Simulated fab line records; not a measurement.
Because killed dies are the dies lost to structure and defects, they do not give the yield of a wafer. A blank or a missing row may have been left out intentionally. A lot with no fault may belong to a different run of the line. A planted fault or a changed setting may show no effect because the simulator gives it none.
Matching of chambers + flow n5Finfet + N5_BEOL_M11_ETCH_66 on rieDiel-05: 4 sister chambers
The step etches SOC in N2/H2, target depth 120 nm, overetch 24 nm, time 180 s. 8 wafers are shown with their chamber, then 8 later ones without.

## WAFERS WITH THEIR CHAMBER
| wafer  | chamber | drypumpMotorCurrentA (A) | showerheadPlenumPTorr (Torr) |
|--------|---------|--------------------------|------------------------------|
| L077.1 | 3       | 6.4                      | 2.72                         |
| L084.2 | 2       | 5.9                      | 2.51                         |
| L084.6 | 2       | 5.9                      | 2.51                         |
| L083.6 | 1       | 5.1                      | 2.57                         |
| L085.2 | 1       | 5.2                      | 2.57                         |
| L085.3 | 0       | 5.3                      | 2.50                         |
| L085.5 | 0       | 5.3                      | 2.50                         |
| L090.1 | 3       | 6.3                      | 2.71                         |

## WAFERS WITH NO CHAMBER GIVEN
| wafer  | drypumpMotorCurrentA (A) | showerheadPlenumPTorr (Torr) |
|--------|--------------------------|------------------------------|
| L090.2 | 5.8                      | 2.51                         |
| L090.6 | 5.8                      | 2.51                         |
| L093.2 | 5.3                      | 2.50                         |
| L093.3 | 6.3                      | 2.71                         |
| L093.6 | 5.1                      | 2.57                         |
| L095.4 | 6.3                      | 2.70                         |
| L095.5 | 5.9                      | 2.51                         |
| L095.6 | 5.1                      | 2.56                         |

## THE CHAMBER EACH PASSED THROUGH
| wafer  | from the rows above | in truth |
|--------|---------------------|----------|
| L090.2 | 2                   | 2        |
| L090.6 | 2                   | 2        |
| L093.2 | 0                   | 0        |
| L093.3 | 3                   | 3        |
| L093.6 | 1                   | 1        |
| L095.4 | 3                   | 3        |
| L095.5 | 2                   | 2        |
| L095.6 | 1                   | 1        |
Correctly placed: 8 of 8. Number that these rows cannot place: 0. Number placed wrongly: 0.
How it was worked out, from the rows above alone: a wafer's distance from a chamber is the root of the sum, over the readings, of the square of ((its reading less the chamber's mean) divided by the reading's scatter). If the next closest chamber is less than 2 further off than the closest, the wafer can't be placed; otherwise it belongs to the closest. The mean given for a chamber averages the wafers shown for that chamber. The scatter is the square root of a quotient: the sum, over the shown wafers, of each reading's squared deviation from its chamber's mean, divided by wafers minus chambers.
